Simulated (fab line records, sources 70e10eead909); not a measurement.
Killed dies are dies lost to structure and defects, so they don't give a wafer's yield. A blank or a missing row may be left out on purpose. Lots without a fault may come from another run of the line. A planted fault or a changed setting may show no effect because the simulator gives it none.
A struck lot beside a sound one | flow nand_harc | 14 steps out of a route of 1159
Sound: wafers L534.1, L534.4, L534.6. Struck: wafers L544.2, L544.4, L544.6. The cause comes at the end.
At each step with rows: each side's tool, then ch and its chambers, then its first start. Under that, the readings that differ: sound wafers | struck wafers | difference of the means | sigmas: that difference in standard deviations of wafers without a fault.
alike: readings whose means differ by less than 2 such deviations, and words and numbers that are the same on both sides. not compared: withheld readings, readings that some wafer has no value for, bounds like >300 that may hide the same value, and numbers for which the record gives no deviation and whose values overlap.
The two part at a step that has a row with sigmas, a row that says differs or no value, or rows on one side only. Numbers that don't overlap but have no deviation are shown without sigmas and don't part them. A reading that every wafer of one side lacks parts them only if that side has two wafers or more.

NHARC_A_SLIT_ETCH_26: etches the open film in C4F8/O2/Ar, time 90 s, target depth 400 nm.
  sound on har_etch-01 ch 0,1, day 14 17:41; struck on har_etch-02 ch 1, day 17 17:23
  alike: chamber_pressure_mTorr, drypump_motor_current_A, esc_clamp_current_uA, mfc_ar_sccm, showerhead_plenum_p_Torr, throttle_valve_pct
  not compared: rf_hours_counter_h
then, 1 step without rows for these wafers: NHARC_A_SLIT_STRIP_28 (strips in O2/COS).
NHARC_A_SLIT_ETCH_29: etches the open film in CF4/O2, target depth 100 nm, overetch 10 nm, time 55 s.
  sound on rie_diel-10 ch 0,1, day 14 18:18; struck on rie_diel-10 ch 0,3, day 17 17:58
  reading               | sound             | struck            | difference | sigmas
  oes_product_au (a.u.) | 0.978 0.987 0.994 | 1.006 0.998 1.006 | +0.017     | +2
  alike: chamber_pressure_mTorr, drypump_motor_current_A, mfc_ar_sccm, rf_vpp_V, showerhead_plenum_p_Torr, throttle_valve_pct
  not compared: rf_hours_counter_h
NHARC_A_SLIT_STRIP_18: strips in O2.
  sound on rie_diel-10 ch 0,1,2; struck on rie_diel-10 ch 2,3
  reading               | sound             | struck            | difference | sigmas
  oes_product_au (a.u.) | 0.989 0.990 0.998 | 1.018 1.011 1.005 | +0.019     | +2
  alike: chamber_pressure_mTorr, drypump_motor_current_A, mfc_ar_sccm, rf_vpp_V, showerhead_plenum_p_Torr, throttle_valve_pct
  not compared: rf_hours_counter_h
then, 2 steps without rows for these wafers: NHARC_A_SLIT_PRECLEAN_19 (cleans in SC1); NHARC_A_SLIT_SRD_20.
NHARC_A_SLIT_CD_MEAS_21:
  sound on cd_sem-01, day 14 18:50; struck on cd_sem-01, day 17 18:31
  reading    | sound             | struck            | difference | sigmas
  cd_nm (nm) | 288.4 289.1 289.5 | 290.3 291.1 290.1 | +1.5       | +2
then, 3 steps without rows for these wafers: NHARC_A_SIN_REMOVE_WET_00 (chemistry H3PO4, time 15300 s); NHARC_A_SIN_REMOVE_PRECLEAN_01 (cleans in SC1); NHARC_A_SIN_REMOVE_SRD_02.
NHARC_A_SIN_REMOVE_INSPECT_04:
  sound on defect_inspect-01, day 15 02:35; struck on defect_inspect-01, day 18 00:32
  alike: raw_defect_count
NHARC_A_WL_FILL_ALD_00: deposits Al2O3, target thk 3 nm, pulse time 3 s, ald cycles 30.
  sound on ald_hk-01 ch 2,3, day 15 02:40; struck on ald_hk-01 ch 0,1,3, day 18 00:40
  reading              | sound                | struck   | difference                    | sigmas
  ald_cycles           | 30 30 30             | 25 25 25 | -5                            |
  susceptor_temp_C (C) | 299.91 299.93 299.89 | - - -    | no value on the struck wafers |
  alike: heater_power_w, precursor_pulse_height_rel
NHARC_A_WL_FILL_RTA_01: time 5 s.
  sound on rtp_anneal-01 ch 0, day 15 03:07; struck on rtp_anneal-02 ch 0, day 18 01:04
  reading             | sound          | struck         | difference | sigmas
  lamp_power_pct (%)  | 29.6 29.6 29.6 | 26.7 26.7 26.7 | -2.9       | -2
  lamp_zone_5_pct (%) | 29.6 29.6 29.6 | 26.7 26.7 26.7 | -2.9       | -2
  lamp_zone_6_pct (%) | 29.5 29.5 29.5 | 26.7 26.7 26.7 | -2.8       | -2
  alike: wafer_temp_C_max
then, 1 step without rows for these wafers: NHARC_END_SORT_01.

WHERE THEY PART
First at NHARC_A_SLIT_ETCH_29; last, within this record, at NHARC_A_WL_FILL_RTA_01.

WHY: what the simulator had put in
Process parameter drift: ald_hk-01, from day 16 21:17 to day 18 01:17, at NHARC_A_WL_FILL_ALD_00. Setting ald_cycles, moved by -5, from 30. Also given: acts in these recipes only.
